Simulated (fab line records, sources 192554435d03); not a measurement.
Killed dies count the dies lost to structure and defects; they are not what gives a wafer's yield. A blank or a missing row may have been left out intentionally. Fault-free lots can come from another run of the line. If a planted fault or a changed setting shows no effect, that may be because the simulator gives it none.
fab line records	flow n5-finfet
[record] lots = 5	wafers = 14	last-day = 15
route steps=1938 shown BEOL_M4@1099 BEOL_M5@1112 BEOL_M10@1507 PASSIVATION@1936
lots with no fault: from the same line, run without faults
start-h: hours from the record's opening day to when the first of the lot's shown wafers began	wait-h: hours since the lot's step before	" the same as in the row above	L1.1+2: several wafers, shown together as one row	- value missing, or start not given	* or withheld: withheld	< > ~ a bound
route shown NAME@n: NAME is a module with steps in the file, n the number in the route of the first one	usual: average and standard deviation across the fault-free wafers	same: alike in all rows	chamber/n: place in a boat	sites: readings site by site	_std_site: how widely they spread, as a standard deviation	_edge_site: the outer-site mean with the inner-site mean subtracted	radius-mm: for every site, how far away it sits from the centre of the wafer	mask NAME#n: copy n	behind: the tool/chamber that last shaped the wafer	hold: cause of the lot's hold/its duration in hours/its outcome	device: transistor that didn't switch, given as n, p or np	end of line: at the end of the route, the tests of the same wafers	a step given without rows: its recipe and nothing more	killed: at the first sort, the dies lost to defects and structure; wafer yield is something else	map: dies across one wafer; x = killed, . = not, _ = none there
set.NAME: the setting as run; set.NAME@STEP: as run at that earlier step	model.NAME: the simulator's own value behind a step, which no gauge read
certain route steps with their lots: each step a table, each wafer a row
services: a tool's chamber out of use, with start hour (start-h, from the record's first day; less than 0 if before it), hours out, and reason
[[steps]]
[step N5_BEOL_M4_ANNEAL_95]
[recipe] temp-c = 400	time-s = 240	ambient = vacuum
[step N5_BEOL_M4_SPUTTER_96]
[recipe] material = Cu	target-thk-a = 45	temp-c = -20	chamber-pressure-pa = 0.07	power-w = withheld	time-s = 8.29
[step N5_BEOL_M4_ECD_50]
[recipe] material = Cu	target-thk-a = 3000
[step N5_BEOL_M4_ANNEAL_51]
[recipe] temp-c = 225	time-s = 90	ambient = N2
[step N5_BEOL_M4_CMP_52]
[recipe] stop-on = SiOC	t-overpolish-s = 6.8	down-force-psi = 1	platen-rpm = 50	clearing-platen-down-force-psi = 1.5	clearing-platen-rpm = 50	post-cmp-clean = cu-alkaline	target-thk-nm = 40	clearing-platen-pad-velocity-m-s = 0.99484	pad-velocity-m-s = 0.99484
[step N5_BEOL_M4_PRE_CLEAN_60]
[recipe] gas = NH3/H2	time-s = 15	temp-c = *	rf-power-w = 300
[step N5_BEOL_M4_CO_CAP_55]
[recipe] material = Co	target-thk-a = 20	temp-c = 200	precursor = CCTBA/H2	pressure-torr = 30	time-s = 102.1
[step N5_BEOL_M4_PRE_CLEAN_56]
[recipe] gas = NH3	time-s = 15	temp-c = withheld	rf-power-w = 300
[step N5_BEOL_M4_DEP_57]
[recipe] material = SiCN	target-thk-a = 80	temp-c = withheld	precursor = 3MS/NH3	pressure-torr = 3	rf-w = 202	time-s = 14
[step N5_BEOL_M4_RC_MEAS_101]
[usual] DIBL_N = 36.0/1.9	DIBL_P = 35.6/2.4	IOFF_N = 0.16/0.036	IOFF_P = 0.21/0.04	ION_N = 673/14	ION_P = 460/8.9	SS_N = 71.5/0.67	SS_P = 73.2/0.73	VT_N = 249/3.6	VT_P = -250/3.7
lot.wafer	tool	chamber	start-h	wait-h	DIBL_N[mV/V]	DIBL_P[mV/V]	IOFF_N[nA/um]	IOFF_P[nA/um]	ION_N[uA/um]	ION_P[uA/um]	SS_N[mV/dec]	SS_P[mV/dec]	VT_N[mV]	VT_P[mV]
L156.1	prober-02	0	168.91	0.0	34.5	34.3	0.14	0.15	677	453	71.4	72.0	254	-255
L156.2	"	0	"	"	38.4	38.8	0.20	0.21	669	453	72.6	73.2	248	-252
L156.3	"	0	"	"	35.8	36.4	0.15	0.17	676	452	70.8	72.6	250	-255
L160.3	prober-01	0	190.52	0.3	36.1	35.2	0.16	0.19	664	456	71.7	73.1	253	-252
L160.4	"	0	"	"	38.9	40.3	0.21	0.29	679	467	71.8	74.3	248	-247
L160.5	"	0	"	"	34.7	35.3	0.13	0.20	659	461	71.0	73.6	251	-250
L161.2	prober-02	0	193.55	0.2	35.0	35.1	0.13	0.20	667	463	70.6	72.7	254	-250
L161.5	"	0	"	"	34.7	34.8	0.13	0.19	662	457	70.4	72.6	254	-251
L161.6	"	0	"	"	39.8	41.0	0.22	0.31	691	471	72.1	73.7	246	-244
L162.2	prober-02	0	201.04	0.2	36.0	34.7	0.16	0.18	664	448	72.6	73.2	251	-255
L162.4	"	0	"	"	36.8	37.0	0.16	0.20	669	459	71.4	73.8	252	-254
L162.5	"	0	"	"	34.4	34.9	0.13	0.17	664	461	71.1	73.7	253	-256
L172.1	prober-02	0	266.18	0.0	37.5	39.2	0.19	0.24	676	468	72.2	73.7	246	-247
L172.3	"	0	"	"	36.6	38.9	0.18	0.23	683	470	71.2	72.8	245	-247
[step N5_BEOL_M5_ILD_DEP_00]
[recipe] material = SiCOH_lowk	target-thk-a = 1406.4	temp-c = 300	precursor = DEMS/porogen	pressure-torr = 5	rf-w = 500	time-s = 25.9
[step N5_BEOL_M5_CURE_79]
[recipe] temp-c = 385	time-s = 240	ambient = He/Ar	material = SiCOH_lowk
[step N5_BEOL_M5_PECVD_70]
[recipe] material = SiO2	target-thk-a = 160	temp-c = 400	precursor = TEOS/O2	pressure-torr = 5.5	rf-w = 450	teos-flow-sccm = 53.8	gas = O2	flow-sccm = 3000	time-s = 18
[step N5_BEOL_M5_HM_DEP_02]
[recipe] material = TiN	target-thk-a = 200	temp-c = 25	chamber-pressure-pa = 0.49996
[step N5_BEOL_M5_COAT_59]
[recipe] resist = SOC	temp-c = 250	time-s = 60	spin-rpm = 1500	resist-thk-nm = 60
[step N5_BEOL_M5_COAT_60]
[recipe] resist = SiARC	temp-c = 220	time-s = 60	spin-rpm = 1500	resist-thk-nm = 12
[step N5_BEOL_M5_COAT_71]
[recipe] resist = underlayer	temp-c = 205	time-s = 60	spin-rpm = 1500	resist-thk-nm = 5
[step N5_BEOL_M5_COAT_05]
[recipe] resist = CAR-EUV	spin-rpm = 1500	resist-thk-nm = 30
[step N5_BEOL_M5_EBR_07]
[recipe] solvent = PGMEA	ebr-width-mm = 1.5
[step N5_BEOL_M5_SOFTBAKE_06]
[recipe] temp-c = 110	time-s = 60	resist = CAR-EUV
[step N5_BEOL_M5_EXPOSE_08]
[recipe] mask-id = M5	na = 0.33	source-shape = annular	sigma-inner = 0.4	sigma-outer = 0.8	polarization = unpolarized	target-cd-nm = 28	dose-mj = 35.75
[step N5_BEOL_M5_PEB_09]
[recipe] peb-temp-c = 100	peb-time-s = 60	resist = CAR-EUV
[step N5_BEOL_M5_DEVELOP_10]
[recipe] develop-time-s = 30	developer = TMAH	resist = CAR-EUV	rinse-liquid = surfactant-rinse	dry = air-spin	dev-temp-c = 23
[step N5_BEOL_M5_DESCUM_16]
[recipe] chemistry = O2	time-s = 7	source-power-w = 50	bias-power-w = 20	pressure-mtorr = 20	rf-frequency-hz = 2.712e+07	temp-c = 40	resist = CAR-EUV	o2-flow-sccm = 225
[step N5_BEOL_M5_ETCH_72]
[recipe] chemistry = N2/H2	target = underlayer	target-depth-a = 65	mask-material = CAR-EUV	time-s = 5.2	ion-energy-ev = 200	pressure-mtorr = 30	source-w = 840	bias-w = 150	n2-flow-sccm = 200	h2-flow-sccm = 200	ends = cleared
[step N5_BEOL_M5_ETCH_61]
[recipe] chemistry = CF4	target = SiARC	target-depth-a = 156	mask-material = CAR-EUV	time-s = 26	ion-energy-ev = 80	pressure-mtorr = 40	source-w = 545	bias-w = 36	Ar_flow_sccm = 100	cf4-flow-sccm = 100	ends = cleared
[step N5_BEOL_M5_ETCH_62]
[recipe] chemistry = N2/H2	target = SOC	target-depth-a = 750	overetch-a = 150	mask-material = SiARC	temp-c = 40	time-s = 112.5	ion-energy-ev = 200	pressure-mtorr = 30	source-w = 840	bias-w = 150	n2-flow-sccm = 200	h2-flow-sccm = 200
[step N5_BEOL_M5_STRIP_63]
[recipe] chemistry = N2/H2	temp-c = 40	n2-flow-sccm = 200	h2-flow-sccm = 200	rf-frequency-hz = 6e+07
[step N5_BEOL_M5_STRIP_73]
[recipe] chemistry = N2/H2	temp-c = 40	n2-flow-sccm = 200	h2-flow-sccm = 200	rf-frequency-hz = 6e+07
[step N5_BEOL_M5_STRIP_64]
[recipe] chemistry = CF4	resist = SiARC	power-w = 300	bias-power-w = 75	pressure-mtorr = 50	cf4-flow-sccm = 150	rf-frequency-hz = 6e+07
[step N5_BEOL_M5_HM_OPEN_17]
[recipe] chemistry = Cl2/BCl3	target-depth-a = 200	overetch-a = 60	target = TiN	mask-material = SOC	ion-energy-ev = 150	pressure-mtorr = 10	icp-w = 1000	bias-w = 126	Cl2_flow_sccm = 53.25	bcl3-flow-sccm = 21.75	Ar_flow_sccm = 25
[step N5_BEOL_M5_STRIP_19]
[recipe] chemistry = O2	power-w = 400	temp-c = 40	pressure-mtorr = 30	rf-frequency-hz = 6e+07	bias-power-w = 0	overash-fraction = 0.2	o2-flow-sccm = 225
[step N5_BEOL_M5_COAT_65]
[recipe] resist = SOC	temp-c = 250	time-s = 60	spin-rpm = 1500	resist-thk-nm = 60
[step N5_BEOL_M5_COAT_66]
[recipe] resist = SiARC	temp-c = 220	time-s = 60	spin-rpm = 1500	resist-thk-nm = 12
[step N5_BEOL_M10_ETCH_66]
[recipe] chemistry = N2/H2	target = SOC	target-depth-a = 1200	overetch-a = 240	mask-material = SiARC	temp-c = 40	time-s = 180	ion-energy-ev = 200	pressure-mtorr = 30	source-w = 840	bias-w = 150	n2-flow-sccm = 200	h2-flow-sccm = 200
[usual] bias-w = 150.0/0.44	chamber-pressure-mTorr = 30.000/0.029	drypump-motor-current-A = 5.7/0.52	oes-product-au = 0.64/0.05	rf-vpp-V = 522.9/1.8	showerhead-plenum-p-Torr = 2.51/0.062	throttle-valve-pct = 17.9/0.3
lot.wafer	tool	chamber	start-h	wait-h	bias-w	chamber-pressure-mTorr	drypump-motor-current-A	oes-product-au	rf-hours-counter-h	rf-vpp-V	showerhead-plenum-p-Torr	throttle-valve-pct	model.CAR-ArF_of_BEOL_M10_COAT_22.thk-nm	model.SiARC_of_BEOL_M10_COAT_64.thk-nm
L156.1	rie-diel-01	3	220.79	0.0	149.8	29.994	6.0	0.64	111	524.7	2.55	17.9	0	22.6
L156.2	"	0	"	"	150.2	30.015	6.3	0.62	153	523.1	2.57	18.0	0	22.4
L156.3	"	1	"	"	151.1	29.997	5.8	0.55	236	522.6	2.52	18.6	0	22.8
L161.2	rie-diel-01	3	245.12	0.0	-	-	-	-	-	-	-	-	55.4	30
L161.5	"	2	"	"	-	-	-	-	-	-	-	-	55.4	30
L161.6	"	3	"	"	-	-	-	-	-	-	-	-	55.2	30.2
L160.3	rie-diel-05	3	245.67	0.0	-	-	-	-	-	-	-	-	55.8	30.2
L160.4	"	0	"	"	-	-	-	-	-	-	-	-	56	30.2
L160.5	"	2	"	"	-	-	-	-	-	-	-	-	55.8	30.2
L162.2	rie-diel-04	1	248.18	0.0	-	-	-	-	-	-	-	-	55.8	30
L162.4	"	0	"	"	-	-	-	-	-	-	-	-	56	30
L162.5	"	1	"	"	-	-	-	-	-	-	-	-	56	30.2
L172.1	rie-diel-04	1	312.90	0.0	150.3	30.091	5.4	0.65	103	525.4	2.58	17.9	0	23.4
L172.3	"	2	"	"	149.6	29.954	5.4	0.69	59	520.8	2.50	17.8	0	22.6
[step N5_BEOL_M10_VIA_ETCH_34]
[recipe] chemistry = C4F6/O2	target = SiCOH_lowk	target-depth-a = 1845	mask-material = SOC	taper-deg = 4	time-s = 69.2	ion-energy-ev = 250	pressure-mtorr = 30	source-w = 345	bias-w = 185	Ar_flow_sccm = 300	C4F6_flow_sccm = 10	O2_flow_sccm = 10
[usual] C4F6_flow_sccm = 10.000/0.027	O2_flow_sccm = 10.00/0.031	drypump-motor-current-A = 5.7/0.52	mfc-ar-sccm = 300.0/1	oes-product-au = 0.79/0.071	rf-vpp-V = 663/22	showerhead-plenum-p-Torr = 2.83/0.075	throttle-valve-pct = 21.06/0.22
lot.wafer	tool	chamber	start-h	wait-h	C4F6_flow_sccm	O2_flow_sccm	drypump-motor-current-A	mfc-ar-sccm	oes-product-au	rf-hours-counter-h	rf-vpp-V	showerhead-plenum-p-Torr	throttle-valve-pct
L156.1	rie-diel-01	3	220.91	0.0	9.982	10.01	6.0	300.8	0.80	111	681	2.90	21.28
L156.2	"	0	"	"	10.014	9.97	6.4	301.0	0.77	153	683	2.88	21.11
L156.3	"	1	"	"	10.003	10.04	5.8	299.0	0.69	236	675	2.80	21.55
L161.2	rie-diel-01	3	245.24	0.0	10.008	10.02	6.0	299.3	0.30	119	683	2.90	21.13
L161.5	"	2	"	"	10.014	9.98	5.3	299.5	0.28	-	625	2.99	21.05
L161.6	"	3	"	"	10.078	10.02	6.0	299.8	0.30	-	684	2.90	21.14
L160.3	rie-diel-05	3	245.79	0.0	9.951	10.01	5.0	298.5	0.33	47	663	2.81	20.79
L160.4	"	0	"	"	10.026	10.00	5.0	300.7	0.31	87	666	2.80	20.87
L160.5	"	2	"	"	10.045	10.06	6.7	299.9	0.27	-	651	2.79	21.14
L162.2	rie-diel-04	1	248.30	0.0	9.987	9.97	5.4	300.4	0.31	78	623	2.91	20.95
L162.4	"	0	"	"	10.036	10.00	5.9	301.5	0.28	-	641	2.71	20.57
L162.5	"	1	"	"	9.991	9.95	5.4	299.2	0.31	-	622	2.91	20.94
L172.1	rie-diel-04	1	313.03	0.0	9.977	10.00	5.4	301.4	0.79	103	623	2.90	21.15
L172.3	"	2	"	"	10.016	9.98	5.4	300.1	0.86	59	678	2.78	20.73
[step N5_PASSIVATION_PROBE_49]
[usual] defect-limited-yield = 91.2/1.4	killed_at_M0_to_M3 = 32/9.3	killed_at_M4_up = 14/4.9	killed-at-contacts = 15/7.5	killed-at-front-end = 40/11	killed-at-other = 4/3.3	killed-dies = 104/17	killed-on-rim = 13/4.2	killed-open = 68/14	killed-short = 33/7.9	sort_bin_5_function = 5.2/0.99	sort_bin_6_memory = 3.2/0.65	sort-n-pass = 1076/17	sort-yield-pct = 91.1/1.5
[same] gross-dies = 1180	killed-at-back-side = 0	sort_bin_4_leakage[%] = 0	sort_bin_8_speed[%] = 0
lot.wafer	tool	chamber	start-h	wait-h	defect-limited-yield[%]	killed_at_M0_to_M3	killed_at_M4_up	killed-at-contacts	killed-at-front-end	killed-at-other	killed-dies	killed-on-rim	killed-open	killed-short	sort_bin_5_function[%]	sort_bin_6_memory[%]	sort-n-pass	sort-yield-pct[%]
L161.2	prober-01	-	292.59	0.1	0	19	1088	24	48	1	1180	152	63	41	96.6	3.0	0	0
L161.5	prober-01	-	292.74	0.2	0	32	1083	19	34	12	1180	152	75	32	95.8	3.9	0	0
L161.6	prober-01	-	292.79	0.3	0	35	1070	25	50	0	1180	152	91	26	95.9	3.8	0	0
L160.3	prober-01	-	297.55	0.1	0	33	1078	24	45	0	1180	152	77	28	96.4	3.1	0	0
L160.4	prober-01	-	297.60	0.2	0	52	1043	34	48	3	1180	152	98	49	95.8	3.8	0	0
L160.5	prober-01	-	297.65	0.2	0	36	1065	27	52	0	1180	152	95	31	95.3	4.2	0	0
L162.2	prober-01	-	304.52	0.1	0	15	1121	10	30	4	1180	152	42	28	97.6	2.2	0	0
L162.4	prober-01	-	304.62	0.2	0	19	1075	64	20	2	1180	152	51	24	96.7	3.0	0	0
L162.5	prober-01	-	304.67	0.2	0	22	1093	21	40	4	1180	152	55	27	97.3	2.5	0	0
// killed by level:class
L161.2 BEOL_M10:area-etch=1074 MOL_CONTACT_COAG:geometric-particle:open=17 STI_FIN_REVEAL:geometric-particle:open=15 FIN_SAQP:geometric-particle:short=9 STI_FIN_REVEAL:geometric-particle:short=7 MOL_CONTACT_COAG:geometric-particle:short=7 BEOL_M0_SAQP:geometric-particle:short=6 FIN_SAQP:geometric-particle:open=5
L161.5 BEOL_M10:area-etch=1069 MOL_CONTACT_COAG:geometric-particle:open=14 FIN_SAQP:geometric-particle:open=8 BEOL_M3:geometric-particle:open=7 BEOL_M2:geometric-particle:open=7 FIN_SAQP:geometric-particle:short=6 STI_FIN_REVEAL:geometric-particle:open=5 BEOL_M0_SAQP:geometric-particle:short=5
L161.6 BEOL_M10:area-etch=1062 STI_FIN_REVEAL:geometric-particle:open=21 MOL_CONTACT_COAG:geometric-particle:open=18 BEOL_M3:geometric-particle:open=12 FIN_SAQP:geometric-particle:open=7 MOL_CONTACT_COAG:geometric-particle:short=7 BEOL_M2:geometric-particle:open=6 BEOL_M1:geometric-particle:open=6
L160.3 BEOL_M10:area-etch=1073 MOL_CONTACT_COAG:geometric-particle:open=21 FIN_SAQP:geometric-particle:open=17 BEOL_M0_SAQP:geometric-particle:short=10 STI_FIN_REVEAL:geometric-particle:open=9 BEOL_M1:geometric-particle:open=6 BEOL_M3:geometric-particle:open=6 FIN_SAQP:geometric-particle:short=5
L160.4 BEOL_M10:area-etch=1032 MOL_CONTACT_COAG:geometric-particle:open=28 STI_FIN_REVEAL:geometric-particle:open=10 BEOL_M0_SAQP:geometric-particle:short=10 BEOL_M0_SAQP:geometric-particle:open=9 BEOL_M3:geometric-particle:open=9 FIN_SAQP:geometric-particle:open=7 BEOL_M2:geometric-particle:open=7
L160.5 BEOL_M10:area-etch=1051 MOL_CONTACT_COAG:geometric-particle:open=23 FIN_SAQP:geometric-particle:open=16 STI_FIN_REVEAL:geometric-particle:open=16 BEOL_M2:geometric-particle:open=10 BEOL_M0_SAQP:geometric-particle:open=9 BEOL_M0_SAQP:geometric-particle:short=9 STI_FIN_REVEAL:geometric-particle:short=5
L162.2 BEOL_M10:area-etch=1109 DUMMY_GATE:geometric-particle:open=7 FIN_SAQP:geometric-particle:short=6 MOL_CONTACT_COAG:geometric-particle:open=6 BEOL_M0_SAQP:geometric-particle:short=6 BEOL_M4:geometric-particle:open=6 STI_FIN_REVEAL:geometric-particle:open=5 MOL_CONTACT_COAG:geometric-particle:short=4
L162.4 BEOL_M10:area-etch=1056 MOL_CONTACT_COAG:area-etch=49 MOL_CONTACT_COAG:geometric-particle:open=13 BEOL_M4:geometric-particle:open=11 BEOL_M0_SAQP:geometric-particle:short=9 DUMMY_GATE:geometric-particle:open=6 BEOL_M2:geometric-particle:open=4 STI_FIN_REVEAL:geometric-particle:open=3
L162.5 BEOL_M10:area-etch=1081 MOL_CONTACT_COAG:geometric-particle:open=10 MOL_CONTACT_COAG:area-etch=9 FIN_CUT:area-etch=8 STI_FIN_REVEAL:geometric-particle:open=7 BEOL_M2:geometric-particle:open=7 STI_FIN_REVEAL:geometric-particle:short=6 FIN_SAQP:geometric-particle:open=5
// map L160.3 (x killed, . not)
_________________xxxxxxxxxxxx________________
______________xxxxxxxxxxxxxxxxxx_____________
___________xxxxxxxxxxxxxxxxxxxxxxxx__________
__________xxxxxxxxxxxxxxxxxxxxxxxxxx_________
________xxxxxxxxxxxxxxxxxxxxxxxxxxxxxx_______
_______xxxxxxxxxxxxxxxxxxxxxxxxxxxxxxxx______
______xxxxxxxxxxxxxxxxxxxxxxxxxxxxxxxxxx_____
_____xxxxxxxxxxxxxxxxxxxxxxxxxxxxxxxxxxxx____
____xxxxxxxxxxxxxxxxxxxxxxxxxxxxxxxxxxxxxx___
___xxxxxxxxxxxxxxxxxxxxxxxxxxxxxxxxxxxxxxxx__
___xxxxxxxxxxxxxxxxxxxxxxxxxxxxxxxxxxxxxxxx__
__xxxxxxxxxxxxxxxxxxxxxxxxxxxxxxxxxxxxxxxxxx_
__xxxxxxxxxxxxxxxxxxxxxxxxxxxxxxxxxxxxxxxxxx_
_xxxxxxxxxxxxxxxxxxxxxxxxxxxxxxxxxxxxxxxxxxxx
_xxxxxxxxxxxxxxxxxxxxxxxxxxxxxxxxxxxxxxxxxxxx
_xxxxxxxxxxxxxxxxxxxxxxxxxxxxxxxxxxxxxxxxxxxx
_xxxxxxxxxxxxxxxxxxxxxxxxxxxxxxxxxxxxxxxxxxxx
_xxxxxxxxxxxxxxxxxxxxxxxxxxxxxxxxxxxxxxxxxxxx
_xxxxxxxxxxxxxxxxxxxxxxxxxxxxxxxxxxxxxxxxxxxx
_xxxxxxxxxxxxxxxxxxxxxxxxxxxxxxxxxxxxxxxxxxxx
_xxxxxxxxxxxxxxxxxxxxxxxxxxxxxxxxxxxxxxxxxxxx
__xxxxxxxxxxxxxxxxxxxxxxxxxxxxxxxxxxxxxxxxxx_
__xxxxxxxxxxxxxxxxxxxxxxxxxxxxxxxxxxxxxxxxxx_
___xxxxxxxxxxxxxxxxxxxxxxxxxxxxxxxxxxxxxxxx__
___xxxxxxxxxxxxxxxxxxxxxxxxxxxxxxxxxxxxxxxx__
____xxxxxxxxxxxxxxxxxxxxxxxxxxxxxxxxxxxxxx___
_____xxxxxxxxxxxxxxxxxxxxxxxxxxxxxxxxxxxx____
______xxxxxxxxxxxxxxxxxxxxxxxxxxxxxxxxxx_____
_______xxxxxxxxxxxxxxxxxxxxxxxxxxxxxxxx______
________xxxxxxxxxxxxxxxxxxxxxxxxxxxxxx_______
__________xxxxxxxxxxxxxxxxxxxxxxxxxx_________
___________xxxxxxxxxxxxxxxxxxxxxxxx__________
______________xxxxxxxxxxxxxxxxxx_____________
_________________xxxxxxxxxxxx________________
// map L161.2 (x killed, . not)
_________________xxxxxxxxxxxx________________
______________xxxxxxxxxxxxxxxxxx_____________
___________xxxxxxxxxxxxxxxxxxxxxxxx__________
__________xxxxxxxxxxxxxxxxxxxxxxxxxx_________
________xxxxxxxxxxxxxxxxxxxxxxxxxxxxxx_______
_______xxxxxxxxxxxxxxxxxxxxxxxxxxxxxxxx______
______xxxxxxxxxxxxxxxxxxxxxxxxxxxxxxxxxx_____
_____xxxxxxxxxxxxxxxxxxxxxxxxxxxxxxxxxxxx____
____xxxxxxxxxxxxxxxxxxxxxxxxxxxxxxxxxxxxxx___
___xxxxxxxxxxxxxxxxxxxxxxxxxxxxxxxxxxxxxxxx__
___xxxxxxxxxxxxxxxxxxxxxxxxxxxxxxxxxxxxxxxx__
__xxxxxxxxxxxxxxxxxxxxxxxxxxxxxxxxxxxxxxxxxx_
__xxxxxxxxxxxxxxxxxxxxxxxxxxxxxxxxxxxxxxxxxx_
_xxxxxxxxxxxxxxxxxxxxxxxxxxxxxxxxxxxxxxxxxxxx
_xxxxxxxxxxxxxxxxxxxxxxxxxxxxxxxxxxxxxxxxxxxx
_xxxxxxxxxxxxxxxxxxxxxxxxxxxxxxxxxxxxxxxxxxxx
_xxxxxxxxxxxxxxxxxxxxxxxxxxxxxxxxxxxxxxxxxxxx
_xxxxxxxxxxxxxxxxxxxxxxxxxxxxxxxxxxxxxxxxxxxx
_xxxxxxxxxxxxxxxxxxxxxxxxxxxxxxxxxxxxxxxxxxxx
_xxxxxxxxxxxxxxxxxxxxxxxxxxxxxxxxxxxxxxxxxxxx
_xxxxxxxxxxxxxxxxxxxxxxxxxxxxxxxxxxxxxxxxxxxx
__xxxxxxxxxxxxxxxxxxxxxxxxxxxxxxxxxxxxxxxxxx_
__xxxxxxxxxxxxxxxxxxxxxxxxxxxxxxxxxxxxxxxxxx_
___xxxxxxxxxxxxxxxxxxxxxxxxxxxxxxxxxxxxxxxx__
___xxxxxxxxxxxxxxxxxxxxxxxxxxxxxxxxxxxxxxxx__
____xxxxxxxxxxxxxxxxxxxxxxxxxxxxxxxxxxxxxx___
_____xxxxxxxxxxxxxxxxxxxxxxxxxxxxxxxxxxxx____
______xxxxxxxxxxxxxxxxxxxxxxxxxxxxxxxxxx_____
_______xxxxxxxxxxxxxxxxxxxxxxxxxxxxxxxx______
________xxxxxxxxxxxxxxxxxxxxxxxxxxxxxx_______
__________xxxxxxxxxxxxxxxxxxxxxxxxxx_________
___________xxxxxxxxxxxxxxxxxxxxxxxx__________
______________xxxxxxxxxxxxxxxxxx_____________
_________________xxxxxxxxxxxx________________
[[services]]
tool	chamber	start-h	hours	kind
rie-diel-05	1	230.89	5.4	repair
rie-diel-04	2	242.38	12.5	repair
rie-diel-01	1	260.23	-	clean
rie-diel-01	1	260.23	-	consumable-replace:esc
rie-diel-01	1	260.23	-	consumable-replace:focus-ring
rie-diel-01	1	260.23	28.3	scheduled-down
rie-diel-01	1	260.23	28.3	vent-cycle
rie-diel-05	2	298.44	8.7	repair
[[key]]
[first-sign] step = N5_BEOL_M10_ETCH_66	reading = tool-record	direction = missing
[effect] step = N5_BEOL_M10_VIA_ETCH_34	reading = oes-product-au	direction = down	sigmas = 7	usual = 0.79	struck = 0.30
[effect] step = N5_PASSIVATION_PROBE_49	reading = killed_at_M4_up	direction = up	sigmas = 99+	usual = 14	struck = 1080
[model-effect] step = N5_BEOL_M10_ETCH_66	value = CAR-ArF_of_BEOL_M10_COAT_22.thk-nm	without = 0	struck = 55.71
[more-kills-born-at] N5_BEOL_M10_ETCH_66@rie-diel-04 = 3246	N5_BEOL_M10_ETCH_66@rie-diel-01 = 3205	N5_BEOL_M10_ETCH_66@rie-diel-05 = 3156
met-at N5_BEOL_M10_ETCH_66
struck-wafers L160.3,L160.4,L160.5,L161.2,L161.5,L161.6,L162.2,L162.4,L162.5
later-rows-left-out L160.3,L160.4,L160.5,L161.2,L161.5,L161.6,L162.2,L162.4,L162.5
[baseline-loss] step = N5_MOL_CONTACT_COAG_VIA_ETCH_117	wafers = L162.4
onset-between 220.79 245.12
[fault] kind = skipped-step-whole	tool = rie-diel-01,rie-diel-04,rie-diel-05	chamber = -	onset-h = 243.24	steps = N5_BEOL_M10_ETCH_66	scope = struck-lots-only
// later-rows-left-out: the simulator's readings of these wafers behind a module that went badly wrong aren't trusted and aren't shown, but for the sort
// baseline-loss: these wafers lose ten dies or more at that step, a loss of the line's own and not of a fault; the sort's usual values leave them out
